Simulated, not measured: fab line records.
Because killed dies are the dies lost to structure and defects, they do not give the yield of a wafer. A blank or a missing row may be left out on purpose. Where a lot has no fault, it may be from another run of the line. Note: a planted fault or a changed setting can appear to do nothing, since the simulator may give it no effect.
Which tool is to blame? + flow n5_finfet + 13 lots, 34 wafers sampled, at 5 steps of a route of 1938

== WHAT THE GAUGES SHOWED, per wafer ==
N5_BEOL_M4_RC_MEAS_101. Usual: CHAIN_V0_max_site 240 ohm/link, standard deviation 11; DIBL_N 36.3 mV/V, standard deviation 1.6; DIBL_P 36.2 mV/V, standard deviation 2.1; IOFF_N 0.16 nA/um, standard deviation 0.031; IOFF_P 0.21 nA/um, standard deviation 0.034; ION_N 673 uA/um, standard deviation 11; ION_P 461 uA/um, standard deviation 7.4; SS_N 71.6 mV/dec, standard deviation 0.55; SS_P 73.3 mV/dec, standard deviation 0.66; VT_N 251 mV, standard deviation 3.2; VT_P -251 mV, standard deviation 3.5.
| lot  | measured     | on        | CHAIN_V0_max_site (ohm/link) | DIBL_N (mV/V)  | DIBL_P (mV/V)  | IOFF_N (nA/um) | IOFF_P (nA/um) | ION_N (uA/um) | ION_P (uA/um) | SS_N (mV/dec)  | SS_P (mV/dec)  | VT_N (mV)   | VT_P (mV)      | flag |
|------|--------------|-----------|------------------------------|----------------|----------------|----------------|----------------|---------------|---------------|----------------|----------------|-------------|----------------|------|
| L935 | day 7 15:59  | prober-02 | 260 252 255                  | 36.3 36.8 38.4 | 36.0 36.5 37.9 | 0.14 0.14 0.17 | 0.21 0.21 0.25 | 683 665 676   | 471 462 464   | 71.0 71.5 71.2 | 73.8 73.4 74.0 | 254 253 250 | -254 -253 -251 |      |
| L936 | day 7 19:15  | prober-02 | 258 246                      | 33.4 35.0      | 33.4 36.1      | 0.12 0.15      | 0.15 0.20      | 664 661       | 452 453       | 70.8 71.6      | 72.9 73.3      | 258 249     | -254 -251      |      |
| L938 | day 8 17:03  | prober-02 | 251 227 249                  | 36.0 38.8 38.9 | 35.8 39.2 39.4 | 0.14 0.20 0.19 | 0.22 0.28 0.28 | 661 679 675   | 460 467 473   | 72.0 71.9 72.2 | 73.4 74.3 74.7 | 255 249 248 | -250 -244 -244 |      |
| L940 | day 9 00:52  | prober-01 | 240 239 259                  | 39.4 39.9 40.0 | 39.1 40.1 39.6 | 0.25 0.24 0.26 | 0.27 0.28 0.28 | 681 683 683   | 460 461 464   | 72.0 72.9 72.5 | 74.2 74.2 73.5 | 244 245 246 | -247 -247 -248 |      |
| L941 | day 9 13:11  | prober-01 | 238 259                      | 34.9 36.1      | 34.1 35.5      | 0.12 0.14      | 0.17 0.18      | 655 669       | 452 454       | 70.8 71.9      | 72.7 72.6      | 253 255     | -255 -254      |      |
| L943 | day 9 14:40  | prober-02 | 260 249 232                  | 34.8 36.3 37.1 | 35.7 37.0 38.3 | 0.14 0.16 0.18 | 0.18 0.19 0.22 | 652 679 665   | 452 461 455   | 70.9 71.2 71.7 | 72.8 73.4 74.2 | 247 250 246 | -252 -254 -250 |      |
| L942 | day 9 17:47  | prober-01 | 226 239                      | 34.9 35.7      | 32.9 33.0      | 0.12 0.14      | 0.18 0.19      | 653 677       | 457 462       | 71.0 70.8      | 73.2 72.8      | 255 251     | -252 -253      |      |
| L944 | day 9 19:12  | prober-01 | 250 238 243                  | 34.6 36.0 35.9 | 34.2 36.7 36.5 | 0.14 0.18 0.17 | 0.17 0.20 0.20 | 675 683 694   | 458 469 469   | 71.9 71.6 72.3 | 73.1 73.8 74.3 | 252 249 249 | -255 -251 -252 |      |
| L945 | day 10 06:25 | prober-01 | 259 245 247                  | 35.0 37.7 36.8 | 33.8 36.7 34.5 | 0.13 0.19 0.15 | 0.17 0.21 0.18 | 672 676 661   | 456 456 453   | 70.8 72.4 71.7 | 72.5 73.1 72.5 | 256 249 253 | -254 -251 -254 |      |
| L946 | day 10 13:17 | prober-02 | 209 219 231                  | 34.2 36.8 36.3 | 36.2 39.3 38.6 | 0.13 0.18 0.17 | 0.19 0.24 0.24 | 672 669 689   | 466 461 475   | 70.9 72.6 71.2 | 72.7 73.5 74.0 | 253 246 247 | -252 -248 -247 |      |
| L947 | day 10 20:37 | prober-01 | 240 232                      | 38.2 35.9      | 37.3 35.5      | 0.17 0.14      | 0.19 0.17      | 673 669       | 450 451       | 72.4 70.9      | 73.8 72.5      | 249 252     | -257 -256      |      |
| L951 | day 11 13:49 | prober-02 | ~588 250                     | 36.2 38.6      | 33.6 36.5      | 0.13 0.18      | 0.19 0.23      | 663 679       | 451 464       | 71.1 71.7      | 72.5 73.8      | 253 252     | -255 -248      |      |
| L957 | day 13 10:01 | prober-01 | 243 251 248                  | 37.9 39.1 39.1 | 38.5 41.1 41.7 | 0.19 0.23 0.25 | 0.23 0.28 0.29 | 687 697 708   | 466 472 478   | 71.7 73.3 72.5 | 74.6 74.0 74.3 | 248 245 243 | -249 -248 -248 |      |

N5_BEOL_M5_THK_MEAS_01. Usual: M5_ILD_THK gives 121.6 nm (standard deviation 1.7).
| lot  | measured     | on            | M5_ILD_THK (nm)   | flag |
|------|--------------|---------------|-------------------|------|
| L935 | day 7 17:14  | film_metro-02 | 122.9 124.2 121.5 |      |
| L936 | day 7 20:39  | film_metro-02 | 117.8 123.4       |      |
| L938 | day 8 18:35  | film_metro-01 | 120.5 120.1 122.3 |      |
| L940 | day 9 02:53  | film_metro-01 | 121.7 121.9 124.6 |      |
| L941 | day 9 14:16  | film_metro-02 | 121.6 122.3       |      |
| L943 | day 9 16:14  | film_metro-02 | 123.5 123.7 122.4 |      |
| L942 | day 9 19:10  | film_metro-01 | 121.4 125.3       |      |
| L944 | day 9 20:44  | film_metro-01 | 121.0 123.7 123.9 |      |
| L945 | day 10 07:47 | film_metro-02 | 121.9 120.7 124.1 |      |
| L946 | day 10 18:11 | film_metro-02 | 122.5 118.3 120.7 |      |
| L947 | day 10 21:52 | film_metro-02 | 121.9 123.8       |      |
| L951 | day 11 15:51 | film_metro-01 | 117.3 119.4       |      |
| L957 | day 13 11:23 | film_metro-01 | 119.8 119.1 120.6 |      |

== EACH LOT AND THE TOOL THAT RAN IT (in order: tool; ch and the chambers of the sampled wafers; start) ==
| lot  | N5_BEOL_M1_ETCH_70                 | N5_BEOL_M4_ANNEAL_95         | N5_BEOL_M4_DEP_57               |
|------|------------------------------------|------------------------------|---------------------------------|
| L935 | rie_diel-03 ch 1,2,3, day 6 06:54  | pvd_sputter-01, day 7 14:25  | pecvd-01 ch 1,2, day 7 15:34    |
| L936 | rie_diel-01 ch 1,3, day 6 11:53    | pvd_sputter-01, day 7 17:52  | pecvd-01 ch 0,2, day 7 18:59    |
| L938 | rie_diel-03 ch 1,2,3, day 7 06:26  | pvd_sputter-03, day 8 15:35  | pecvd-03 ch 0,1, day 8 16:55    |
| L940 | rie_diel-05 ch 0,2,3, day 7 11:52  | pvd_sputter-01, day 8 23:34  | pecvd-03 ch 0,1,2, day 9 00:45  |
| L941 | rie_diel-03 ch 1,3, day 8 03:23    | pvd_sputter-02, day 9 11:26  | pecvd-02 ch 0,1, day 9 12:36    |
| L943 | rie_diel-01 ch 0,1,2, day 8 06:08  | pvd_sputter-03, day 9 12:55  | pecvd-02 ch 0,1, day 9 14:04    |
| L942 | rie_diel-03 ch 1,3, day 8 07:37    | pvd_sputter-03, day 9 15:51  | pecvd-03 ch 2, day 9 17:29      |
| L944 | rie_diel-03 ch 0,1,3, day 8 10:23  | pvd_sputter-02, day 9 16:29  | pecvd-02 ch 0,1, day 9 18:46    |
| L945 | rie_diel-05 ch 1,2, day 8 19:58    | pvd_sputter-01, day 10 05:01 | pecvd-01 ch 0,1,2, day 10 06:08 |
| L946 | rie_diel-01 ch 0,2,3, day 9 03:50  | pvd_sputter-01, day 10 12:02 | pecvd-01 ch 0,1,2, day 10 13:10 |
| L947 | rie_diel-03 ch 0,2, day 9 07:35    | pvd_sputter-03, day 10 19:04 | pecvd-01 ch 1, day 10 20:11     |
| L951 | rie_diel-01 ch 1,2, day 10 05:37   | pvd_sputter-02, day 11 12:34 | pecvd-03 ch 1,2, day 11 13:41   |
| L957 | rie_diel-03 ch 0,1,2, day 12 02:41 | pvd_sputter-02, day 13 08:37 | pecvd-03 ch 0,1, day 13 09:44   |
- N5_BEOL_M1_ETCH_70: etches SOC in N2/H2, target depth 80 nm, overetch 16 nm, time 120 s.
- N5_BEOL_M4_ANNEAL_95: time 240 s.
- N5_BEOL_M4_DEP_57: deposits SiCN from 3MS/NH3, target thk 8 nm, time 14 s.

== WHAT THE TOOLS THEMSELVES READ (means of the sampled wafers that have a number; where no wafer has one, the mark that the record gives instead) ==
N5_BEOL_M1_ETCH_70. Usual: drypump_motor_current_A 5.6 A, standard deviation 0.49; h2_flow_sccm 199.9 sccm, standard deviation 0.64; oes_product_au 0.60 a.u., standard deviation 0.058; rf_vpp_V 523.4 V, standard deviation 2.5; showerhead_plenum_p_Torr 2.53 Torr, standard deviation 0.086; throttle_valve_pct 17.83 %, standard deviation 0.25.
| lot  | tool        | drypump_motor_current_A (A) | h2_flow_sccm (sccm) | oes_product_au (a.u.) | rf_vpp_V (V) | showerhead_plenum_p_Torr (Torr) | throttle_valve_pct (%) | flag |
|------|-------------|-----------------------------|---------------------|-----------------------|--------------|---------------------------------|------------------------|------|
| L935 | rie_diel-03 | 5.5                         | 199.9               | 0.61                  | 522.7        | 2.52                            | 17.72                  |      |
| L936 | rie_diel-01 | 5.6                         | 199.8               | 0.61                  | 523.2        | 2.51                            | 17.78                  |      |
| L938 | rie_diel-03 | 5.5                         | 200.4               | 0.61                  | 522.9        | 2.52                            | 17.74                  |      |
| L940 | rie_diel-05 | 6.1                         | 199.3               | 0.59                  | 524.0        | 2.55                            | 17.51                  |      |
| L941 | rie_diel-03 | 5.8                         | 200.0               | 0.61                  | 523.7        | 2.56                            | 17.87                  |      |
| L943 | rie_diel-01 | 5.2                         | 199.8               | 0.62                  | 524.3        | 2.56                            | 18.03                  |      |
| L942 | rie_diel-03 | 5.8                         | 199.9               | 0.61                  | 524.1        | 2.56                            | 17.88                  |      |
| L944 | rie_diel-03 | 5.8                         | 200.0               | 0.60                  | 524.2        | 2.56                            | 17.93                  |      |
| L945 | rie_diel-05 | 6.3                         | 200.6               | 0.63                  | 526.9        | 2.69                            | 17.54                  |      |
| L946 | rie_diel-01 | 5.1                         | 199.1               | 0.58                  | 523.3        | 2.51                            | 18.11                  |      |
| L947 | rie_diel-03 | 5.5                         | 199.4               | 0.57                  | 522.1        | 2.48                            | 17.80                  |      |
| L951 | rie_diel-01 | 5.4                         | 199.8               | 0.57                  | 524.4        | 2.54                            | 18.06                  |      |
| L957 | rie_diel-03 | 5.7                         | 200.3               | 0.59                  | 522.2        | 2.48                            | 17.88                  |      |

N5_BEOL_M4_ANNEAL_95. Usual: heater_power_w reads 821 W (standard deviation 58).
| lot  | tool           | heater_power_w (W) | flag |
|------|----------------|--------------------|------|
| L935 | pvd_sputter-01 | 850                |      |
| L936 | pvd_sputter-01 | 860                |      |
| L938 | pvd_sputter-03 | 861                |      |
| L940 | pvd_sputter-01 | 818                |      |
| L941 | pvd_sputter-02 | 800                |      |
| L943 | pvd_sputter-03 | 877                |      |
| L942 | pvd_sputter-03 | 880                |      |
| L944 | pvd_sputter-02 | 809                |      |
| L945 | pvd_sputter-01 | 741                |      |
| L946 | pvd_sputter-01 | 851                |      |
| L947 | pvd_sputter-03 | 882                |      |
| L951 | pvd_sputter-02 | 777                |      |
| L957 | pvd_sputter-02 | 772                |      |

N5_BEOL_M4_DEP_57. Usual: showerhead_plenum_p_Torr 3.659 Torr, standard deviation 0.0096; showerhead_vpp_V 879 V, standard deviation 40; throttle_valve_pct 9.2 %, standard deviation 0.54.
| lot  | tool     | showerhead_plenum_p_Torr (Torr) | showerhead_vpp_V (V) | throttle_valve_pct (%) | flag |
|------|----------|---------------------------------|----------------------|------------------------|------|
| L935 | pecvd-01 | 3.658                           | 868                  | 9.6                    |      |
| L936 | pecvd-01 | 3.668                           | 848                  | 8.6                    |      |
| L938 | pecvd-03 | 3.654                           | 871                  | 9.4                    |      |
| L940 | pecvd-03 | 3.658                           | 894                  | 9.3                    |      |
| L941 | pecvd-02 | 3.658                           | 892                  | 9.4                    |      |
| L943 | pecvd-02 | 3.663                           | 890                  | 9.4                    |      |
| L942 | pecvd-03 | 3.648                           | 936                  | 8.9                    |      |
| L944 | pecvd-02 | 3.668                           | 897                  | 9.4                    |      |
| L945 | pecvd-01 | 3.660                           | 852                  | 9.2                    |      |
| L946 | pecvd-01 | 3.664                           | 843                  | 9.2                    |      |
| L947 | pecvd-01 | 3.654                           | 860                  | 10.2                   |      |
| L951 | pecvd-03 | 3.654                           | 902                  | 9.1                    |      |
| L957 | pecvd-03 | 3.660                           | 877                  | 9.4                    |      |

== THE ANSWER, worked out from the rows above alone ==
Rule: lot off if the mean of its wafers having a number is beyond 3 standard deviations from the usual mean. A lot without any number at a reading at which 4 lots or more have one is off too. The other lots that the step has rows for count as sound. Order of review: gauges by route order, followed by the tools' own readings, for which a lot's mean as printed above is used. The first step at which some lot is off is used, and at that step the reading that is off furthest; a lot without a number counts as furthest.
None of the lots is off at any reading shown; this tells nothing.

== WHAT HAD BEEN PUT IN BY THE SIMULATOR ==
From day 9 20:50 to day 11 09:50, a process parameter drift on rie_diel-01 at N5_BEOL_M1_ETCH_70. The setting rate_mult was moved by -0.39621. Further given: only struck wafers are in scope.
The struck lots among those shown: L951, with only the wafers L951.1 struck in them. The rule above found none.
